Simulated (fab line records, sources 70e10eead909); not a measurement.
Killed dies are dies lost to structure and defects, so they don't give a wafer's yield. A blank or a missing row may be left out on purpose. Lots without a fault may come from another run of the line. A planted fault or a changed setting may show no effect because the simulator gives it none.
fab line records | flow nand_harc | part 2 of 2: steps 4 to 6 of 6
record lots=24 wafers=72 last_day=33
route steps=1302 shown A_STAIRCASE@677
lots that met no fault: from a run of the same line without faults
start_h: hours from the record's first day to the start of the lot's first wafer shown | wait_h: hours since the lot's step before | " the same as in the row above | L1.1+2: a row that stands for several wafers | - no value, or no start given | * or withheld: withheld | < > ~ a bound
route shown NAME@n: a module of which the file shows steps, and the number in the route of the first | usual: mean/standard deviation of fault-free wafers | same: alike in all rows | chamber/n: place in a boat | sites: the reading at each site | _std_site: their standard deviation | _edge_site: outer sites' mean less inner sites' | radius_mm: how far each site lies from the wafer's centre | mask NAME#n: copy n | behind: the tool/chamber that last shaped the wafer | hold: why the lot was held/for how many hours/how that ended | device: the transistor (n, p or np) that didn't switch | end of line: the same wafers' tests at the end of the route | a step without rows: its recipe alone | killed: dies lost to structure and defects at the first sort, not the wafer's yield | map: a wafer's dies, x killed, . not, _ none there
set.NAME: the setting as run; set.NAME@STEP: as run at that earlier step | model.NAME: the simulator's own value behind a step, which no gauge read
steps of the route over a sample of lots; a table a step, a row a wafer
services: from which hour (start_h, from the record's first day; less than 0 if before it) a tool's chamber was out of use, for how many hours, and why
## steps
# step NHARC_A_STAIRCASE_STRIP_175
# recipe power_w=1500 temp_c=250 chemistry=O2
# usual drypump_motor_current_A=5.51/0.15 heater_power_w=328/15
# columns lot.wafer tool chamber start_h wait_h drypump_motor_current_A heater_power_w rf_hours_counter_h
L074.2 plasma_asher-02 0 358.65 0.1 5.55 348 22
L074.3 " 0 " " 5.55 343 -
L074.6 " 0 " " 5.55 342 -
L075.2 plasma_asher-01 1 365.24 0.1 5.46 311 3
L075.5 " 1 " " 5.43 295 -
L075.6 " 0 " " 5.85 352 -
L077.1 plasma_asher-01 1 378.32 0.1 5.47 296 8
L077.4 " 1 " " 5.44 312 -
L077.3 " 0 " " 5.80 341 -
L076.1 plasma_asher-02 0 378.63 0.1 5.55 345 25
L076.3 " 0 " " 5.61 342 -
L076.4 " 1 " " 5.36 340 -
L078.2 plasma_asher-02 1 387.63 0.1 5.37 340 27
L078.3 " 0 " " 5.56 331 -
L078.6 " 1 " " 5.37 339 -
L079.2 plasma_asher-02 0 398.60 0.1 5.58 338 29
L079.3 " 1 " " 5.36 336 -
L079.6 " 1 " " 5.36 336 -
L080.4 plasma_asher-01 1 416.19 0.2 5.43 311 -
L080.6 " 0 " " 5.84 348 -
L080.5 " 1 " " 5.44 311 -
L081.1 plasma_asher-01 0 416.55 0.1 5.80 338 16
L081.2 " 1 " " 5.46 310 16
L081.6 " 1 " " 5.44 307 -
L082.1 plasma_asher-02 1 436.43 0.1 5.38 309 0
L082.4 " 1 " " 5.38 315 -
L082.6 " 1 " " 5.38 315 -
L083.1 plasma_asher-02 0 464.23 0.1 5.60 338 4
L083.4 " 0 " " 5.59 345 -
L083.6 " 0 " " 5.58 346 -
L084.1 plasma_asher-02 0 465.22 0.1 5.63 329 4
L084.2 " 1 " " 5.40 312 4
L084.6 " 1 " " 5.38 316 -
L085.1 plasma_asher-02 1 473.47 0.1 5.34 314 6
L085.2 " 0 " " 5.55 341 6
L085.6 " 0 " " 5.53 347 -
L086.2 plasma_asher-02 1 485.52 0.1 5.34 302 10
L086.3 " 1 " " 5.37 310 -
L086.5 " 0 " " 5.53 337 -
L087.3 plasma_asher-02 0 503.66 0.2 5.55 340 -
L087.4 " 1 " " 5.38 312 -
L087.5 " 1 " " 5.35 316 -
L089.4 plasma_asher-02 0 505.04 0.2 5.55 341 -
L089.5 " 1 " " 5.36 316 -
L089.6 " 0 " " 5.52 338 -
L088.1 plasma_asher-02 1 508.39 0.1 5.39 307 15
L088.3 " 0 " " 5.55 344 -
L088.4 " 1 " " 5.35 310 -
L090.1 plasma_asher-02 1 518.37 0.1 5.37 315 18
L090.3 " 1 " " 5.36 323 -
L090.6 " 0 " " 5.60 335 -
L091.1 plasma_asher-01 1 532.30 0.1 5.44 318 1
L091.4 " 1 " " 5.45 324 -
L091.5 " 0 " " 5.80 344 -
L092.4 plasma_asher-02 1 540.67 0.2 5.36 311 -
L092.3 " 0 " " 5.58 332 -
L092.6 " 1 " " 5.35 311 -
L093.2 plasma_asher-02 1 545.90 0.1 5.36 318 24
L093.4 " 0 " " 5.56 327 -
L093.5 " 1 " " 5.37 311 -
L095.2 plasma_asher-02 1 559.40 0.1 5.36 306 27
L095.4 " 1 " " 5.38 308 -
L095.3 " 0 " " 5.57 334 -
L094.4 plasma_asher-01 1 559.84 0.2 5.44 318 -
L094.6 " 0 " " 5.83 328 -
L094.5 " 1 " " 5.45 317 -
L096.4 plasma_asher-02 1 575.54 0.2 5.37 313 -
L096.5 " 0 " " 5.61 348 -
L096.6 " 1 " " 5.37 309 -
L097.4 plasma_asher-01 0 594.81 0.2 5.82 321 -
L097.3 " 1 " " 5.45 316 -
L097.5 " 1 " " 5.45 317 -
# step NHARC_A_STAIRCASE_ETCH_190
# recipe target_depth_a=1000 time_s=40.5 ion_energy_ev=400 c4f8_flow_sccm=20 o2_flow_sccm=10 ar_flow_sccm=withheld rf_w=600 bias_w=1000 chemistry=C4F8/O2
# usual oes_product_au=0.949/0.016 rf_vpp_V=895/4.9
# columns lot.wafer tool chamber start_h wait_h oes_product_au rf_hours_counter_h rf_vpp_V
L074.2 rie_diel-12 0 - - 0.943 24 892
L074.3 " 1 " " 0.951 26 887
L074.6 " 3 " " 0.957 - 899
L075.2 rie_diel-04 1 - - 0.963 1 893
L075.5 " 0 " " 0.949 - 897
L075.6 " 1 " " 0.969 - 892
L077.1 rie_diel-04 1 - - 0.947 4 893
L077.4 " 3 " " 0.955 4 890
L077.3 " 0 " " 0.925 4 896
L076.4 rie_diel-04 0 - - 0.938 5 898
L076.1 " 2 " " 0.941 4 896
L076.3 " 3 " " 0.935 4 888
L078.3 rie_diel-13 1 - - 0.951 12 891
L078.2 " 3 " " 0.978 11 894
L078.6 " 0 " " 0.957 - 901
L079.3 rie_diel-13 2 - - 0.956 10 886
L079.2 " 0 " " 0.970 17 900
L079.6 " 3 " " 0.985 - 894
L080.4 rie_diel-13 3 - - 0.985 22 893
L080.6 " 3 " " 0.986 - 894
L080.5 " 0 " " 0.963 - 899
L081.1 rie_diel-12 3 - - 0.937 45 898
L081.2 " 1 " " 0.976 42 886
L081.6 " 3 " " 0.946 - 899
L082.1 rie_diel-12 1 - - 0.968 47 885
L082.4 " 2 " " 0.938 - 897
L082.6 " 3 " " 0.934 - 897
L083.4 rie_diel-12 3 - - 0.941 5 897
L083.1 " 1 " " 0.974 8 906
L083.6 " 3 " " 0.950 - 895
L084.1 rie_diel-13 3 - - 0.982 32 894
L084.2 " 0 " " 0.968 31 900
L084.6 " 3 " " 0.993 - 894
L085.2 rie_diel-13 1 - - 0.922 33 890
L085.1 " 2 " " 0.933 29 888
L085.6 " 3 " " 0.958 - 894
L086.2 rie_diel-04 0 - - 0.942 39 897
L086.3 " 2 " " 0.965 44 895
L086.5 " 1 " " 0.960 - 893
L087.3 rie_diel-13 2 - - 0.961 38 886
L087.4 " 3 " " 0.977 43 893
L087.5 " 1 " " 0.953 - 890
L089.4 rie_diel-12 2 - - 0.953 - 897
L089.5 " 0 " " 0.936 - 891
L089.6 " 1 " " 0.953 - 905
L088.1 rie_diel-04 0 - - 0.950 47 896
L088.3 " 1 " " 0.939 46 892
L088.4 " 1 " " 0.963 - 894
L090.3 rie_diel-04 1 - - 0.944 48 894
L090.1 " 0 " " 0.933 49 898
L090.6 " 1 " " 0.948 - 892
L091.4 rie_diel-12 0 - - 0.932 30 891
L091.1 " 1 " " 0.950 30 905
L091.5 " 0 " " 0.930 - 892
L092.4 rie_diel-13 3 - - 0.961 5 895
L092.3 " 0 " " 0.957 5 899
L092.6 " 2 " " 0.925 - 906
L093.4 rie_diel-04 1 - - 0.921 2 895
L093.2 " 0 " " 0.919 1 896
L093.5 " 1 " " 0.929 - 893
L095.2 rie_diel-04 1 - - 0.936 7 892
L095.3 " 3 " " 0.958 4 889
L095.4 " 0 " " 0.919 6 895
L094.4 rie_diel-13 0 - - 0.957 10 900
L094.5 " 1 " " 0.945 - 889
L094.6 " 2 " " 0.914 - 906
L096.4 rie_diel-13 1 - - 0.939 18 890
L096.5 " 1 " " 0.948 - 888
L096.6 " 2 " " 0.919 - 906
L097.3 rie_diel-04 3 - - 0.961 16 888
L097.4 " 0 " " 0.920 16 895
L097.5 " 1 " " 0.922 - 892
# step NHARC_A_STAIRCASE_ETCH_192
# recipe target_depth_a=1000 time_s=40.5 ion_energy_ev=400 c4f8_flow_sccm=20 o2_flow_sccm=10 ar_flow_sccm=withheld rf_w=600 bias_w=1000 chemistry=C4F8/O2
# usual oes_product_au=0.948/0.015 rf_vpp_V=894/5
# columns lot.wafer tool chamber start_h wait_h oes_product_au rf_hours_counter_h rf_vpp_V
L074.3 rie_diel-12 2 - - 0.938 26 898
L074.2 " 3 " " 0.931 25 898
L074.6 " 1 " " 0.942 - 886
L075.2 rie_diel-04 0 - - 0.938 1 898
L075.5 " 0 " " 0.938 - 898
L075.6 " 1 " " 0.958 - 895
L077.3 rie_diel-04 2 - - 0.949 4 895
L077.4 " 3 " " 0.948 4 890
L077.1 " 0 " " 0.928 5 899
L076.4 rie_diel-04 0 - - 0.926 5 898
L076.1 " 1 " " 0.946 5 895
L076.3 " 2 " " 0.944 4 898
L078.2 rie_diel-13 1 - - 0.956 13 891
L078.3 " 3 " " 0.976 12 893
L078.6 " 0 " " 0.961 - 901
L079.3 rie_diel-13 2 - - 0.948 10 888
L079.2 " 1 " " 0.943 16 891
L079.6 " 3 " " 0.980 - 895
L080.4 rie_diel-13 0 - - 0.976 22 900
L080.5 " 1 " " 0.952 - 890
L080.6 " 2 " " 0.947 - 888
L081.2 rie_diel-12 3 - - 0.928 45 897
L081.1 " 1 " " 0.968 42 887
L081.6 " 3 " " 0.945 - 897
L082.1 rie_diel-12 2 - - 0.928 49 895
L082.6 " 3 " " 0.940 - 897
L082.4 " 1 " " 0.963 - 886
L083.1 rie_diel-12 3 - - 0.950 5 897
L083.4 " 0 " " 0.928 8 892
L083.6 " 2 " " 0.948 - 897
L084.2 rie_diel-13 0 - - 0.960 31 900
L084.1 " 3 " " 0.974 32 894
L084.6 " 1 " " 0.952 - 891
L085.2 rie_diel-13 3 - - 0.982 34 893
L085.1 " 0 " " 0.968 34 900
L085.6 " 2 " " 0.956 - 887
L086.3 rie_diel-04 2 - - 0.966 44 896
L086.2 " 0 " " 0.942 39 897
L086.5 " 1 " " 0.967 - 893
L087.3 rie_diel-13 0 - - 0.958 42 899
L087.4 " 1 " " 0.957 42 889
L087.5 " 2 " " 0.947 - 886
L089.6 rie_diel-12 2 - - 0.935 - 897
L089.4 " 0 " " 0.932 - 891
L089.5 " 1 " " 0.950 - 905
L088.3 rie_diel-04 0 - - 0.946 47 897
L088.1 " 1 " " 0.955 46 893
L088.4 " 0 " " 0.935 - 895
L090.3 rie_diel-04 3 - - 0.938 55 888
L090.1 " 0 " " 0.936 49 897
L090.6 " 3 " " 0.938 - 887
L091.4 rie_diel-12 2 - - 0.946 25 895
L091.1 " 3 " " 0.928 23 898
L091.5 " 1 " " 0.937 - 904
L092.4 rie_diel-13 3 - - 0.963 5 892
L092.3 " 2 " " 0.929 6 909
L092.6 " 0 " " 0.952 - 899
L093.4 rie_diel-04 0 - - 0.919 2 897
L093.2 " 2 " " 0.958 2 895
L093.5 " 0 " " 0.930 - 896
L095.4 rie_diel-04 1 - - 0.930 7 893
L095.3 " 2 " " 0.937 6 896
L095.2 " 3 " " 0.955 4 890
L094.4 rie_diel-13 3 - - 0.948 11 892
L094.5 " 1 " " 0.949 - 889
L094.6 " 2 " " 0.931 - 907
L096.4 rie_diel-13 3 - - 0.945 22 893
L096.6 " 0 " " 0.947 - 899
L096.5 " 1 " " 0.930 - 890
L097.3 rie_diel-04 0 - - 0.918 17 896
L097.4 " 2 " " 0.975 21 894
L097.5 " 3 " " 0.959 - 888
## services
# columns tool chamber start_h hours kind
plasma_asher-01 - 342.18 9.0 pm
rie_diel-13 - 342.81 9.0 pm
rie_diel-13 0 342.81 9.0 vent_cycle
rie_diel-13 1 342.81 9.0 vent_cycle
rie_diel-13 2 342.81 9.0 vent_cycle
rie_diel-13 3 342.81 16.8 vent_cycle
rie_diel-13 0 351.81 - clean
rie_diel-13 1 351.81 - clean
rie_diel-13 2 351.81 - clean
rie_diel-13 2 351.81 - consumable_replace:focus_ring
plasma_asher-02 - 364.48 11.0 repair
rie_diel-13 2 377.69 21.4 repair
plasma_asher-02 - 426.18 9.0 pm
rie_diel-12 0 438.34 3.9 repair
rie_diel-12 - 445.51 9.0 pm
rie_diel-04 2 466.57 3.3 repair
rie_diel-04 - 472.03 0.6 repair
rie_diel-13 0 483.34 1.6 repair
rie_diel-04 2 503.56 10.2 repair
rie_diel-12 3 503.65 6.6 repair
plasma_asher-01 - 519.18 9.0 pm
rie_diel-13 - 520.07 9.0 pm
rie_diel-04 - 533.30 9.0 pm
plasma_asher-02 - 583.36 16.3 repair
